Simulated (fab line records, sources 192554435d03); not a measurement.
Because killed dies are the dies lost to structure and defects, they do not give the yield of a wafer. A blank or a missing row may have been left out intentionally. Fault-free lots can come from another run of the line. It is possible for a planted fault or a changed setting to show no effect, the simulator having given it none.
Matching of chambers / flow n5 finfet / 4 sister chambers for N5_BEOL_M2_STRIP_36 on rie diel-04
The step strips in N2/H2. 18 wafers are shown with their chamber, then 9 later ones without.

== WAFERS WITH THEIR CHAMBER ==
wafer=L075.1; chamber=2; drypump motor current A (A)=6.1; throttle valve pct (%)=23.34; showerhead plenum p Torr (Torr)=2.56
wafer=L075.4; chamber=0; drypump motor current A (A)=5.3; throttle valve pct (%)=23.55; showerhead plenum p Torr (Torr)=2.49
wafer=L075.5; chamber=3; drypump motor current A (A)=6.0; throttle valve pct (%)=23.72; showerhead plenum p Torr (Torr)=2.39
wafer=L077.1; chamber=1; drypump motor current A (A)=5.0; throttle valve pct (%)=23.56; showerhead plenum p Torr (Torr)=2.71
wafer=L077.4; chamber=0; drypump motor current A (A)=5.3; throttle valve pct (%)=23.59; showerhead plenum p Torr (Torr)=2.49
wafer=L077.5; chamber=2; drypump motor current A (A)=6.1; throttle valve pct (%)=23.36; showerhead plenum p Torr (Torr)=2.56
wafer=L083.1; chamber=1; drypump motor current A (A)=5.1; throttle valve pct (%)=23.60; showerhead plenum p Torr (Torr)=2.70
wafer=L083.4; chamber=2; drypump motor current A (A)=6.1; throttle valve pct (%)=23.36; showerhead plenum p Torr (Torr)=2.55
wafer=L083.6; chamber=2; drypump motor current A (A)=6.1; throttle valve pct (%)=23.36; showerhead plenum p Torr (Torr)=2.55
wafer=L085.3; chamber=3; drypump motor current A (A)=6.1; throttle valve pct (%)=23.55; showerhead plenum p Torr (Torr)=2.71
wafer=L085.4; chamber=1; drypump motor current A (A)=5.0; throttle valve pct (%)=23.64; showerhead plenum p Torr (Torr)=2.70
wafer=L085.5; chamber=2; drypump motor current A (A)=6.1; throttle valve pct (%)=23.37; showerhead plenum p Torr (Torr)=2.55
wafer=L086.1; chamber=2; drypump motor current A (A)=6.1; throttle valve pct (%)=23.38; showerhead plenum p Torr (Torr)=2.55
wafer=L086.4; chamber=1; drypump motor current A (A)=5.1; throttle valve pct (%)=23.62; showerhead plenum p Torr (Torr)=2.70
wafer=L086.5; chamber=0; drypump motor current A (A)=5.3; throttle valve pct (%)=23.61; showerhead plenum p Torr (Torr)=2.48
wafer=L089.3; chamber=2; drypump motor current A (A)=6.1; throttle valve pct (%)=23.35; showerhead plenum p Torr (Torr)=2.55
wafer=L089.4; chamber=1; drypump motor current A (A)=5.1; throttle valve pct (%)=23.63; showerhead plenum p Torr (Torr)=2.70
wafer=L089.6; chamber=3; drypump motor current A (A)=6.0; throttle valve pct (%)=23.52; showerhead plenum p Torr (Torr)=2.70

SIGNATURES (averages over the wafers above)
reading=drypump motor current A; chamber 0=5.300; chamber 1=5.060; chamber 2=6.100; chamber 3=6.033; scatter within a chamber=0.0365
reading=throttle valve pct; chamber 0=23.5833; chamber 1=23.6100; chamber 2=23.3600; chamber 3=23.5967; scatter within a chamber=0.0464
reading=showerhead plenum p Torr; chamber 0=2.4867; chamber 1=2.7020; chamber 2=2.5529; chamber 3=2.6000; scatter within a chamber=0.0689
Rule: a wafer lies at a distance from a chamber equal to the root of the sum of squares, over the readings, of (its reading less the chamber's mean, divided by the reading's scatter). The wafer belongs to the nearest chamber; if the next one is less than 2 further off, it can't be placed. The scatter is the square root of a quotient: the sum, over the shown wafers, of each reading's squared deviation from its chamber's mean, divided by wafers minus chambers.

== WAFERS WITHOUT THEIR CHAMBER ==
wafer=L091.2; drypump motor current A (A)=6.1; throttle valve pct (%)=23.39; showerhead plenum p Torr (Torr)=2.55
wafer=L091.3; drypump motor current A (A)=5.1; throttle valve pct (%)=23.66; showerhead plenum p Torr (Torr)=2.70
wafer=L091.4; drypump motor current A (A)=5.3; throttle valve pct (%)=23.62; showerhead plenum p Torr (Torr)=2.47
wafer=L092.2; drypump motor current A (A)=6.0; throttle valve pct (%)=23.53; showerhead plenum p Torr (Torr)=2.70
wafer=L092.4; drypump motor current A (A)=5.0; throttle valve pct (%)=23.63; showerhead plenum p Torr (Torr)=2.69
wafer=L092.5; drypump motor current A (A)=6.0; throttle valve pct (%)=23.58; showerhead plenum p Torr (Torr)=2.70
wafer=L095.1; drypump motor current A (A)=6.0; throttle valve pct (%)=23.58; showerhead plenum p Torr (Torr)=2.70
wafer=L095.3; drypump motor current A (A)=5.3; throttle valve pct (%)=23.65; showerhead plenum p Torr (Torr)=2.47
wafer=L095.6; drypump motor current A (A)=5.4; throttle valve pct (%)=23.64; showerhead plenum p Torr (Torr)=2.47

== WHICH CHAMBER EACH WENT THROUGH ==
wafer=L091.2; from the rows above=2; in truth=2
wafer=L091.3; from the rows above=1; in truth=1
wafer=L091.4; from the rows above=0; in truth=0
wafer=L092.2; from the rows above=3; in truth=3
wafer=L092.4; from the rows above=1; in truth=1
wafer=L092.5; from the rows above=3; in truth=3
wafer=L095.1; from the rows above=3; in truth=3
wafer=L095.3; from the rows above=0; in truth=0
wafer=L095.6; from the rows above=0; in truth=0
Correct placement for 9 of the 9. Can't be placed from these rows: 0. 0 placed wrongly.
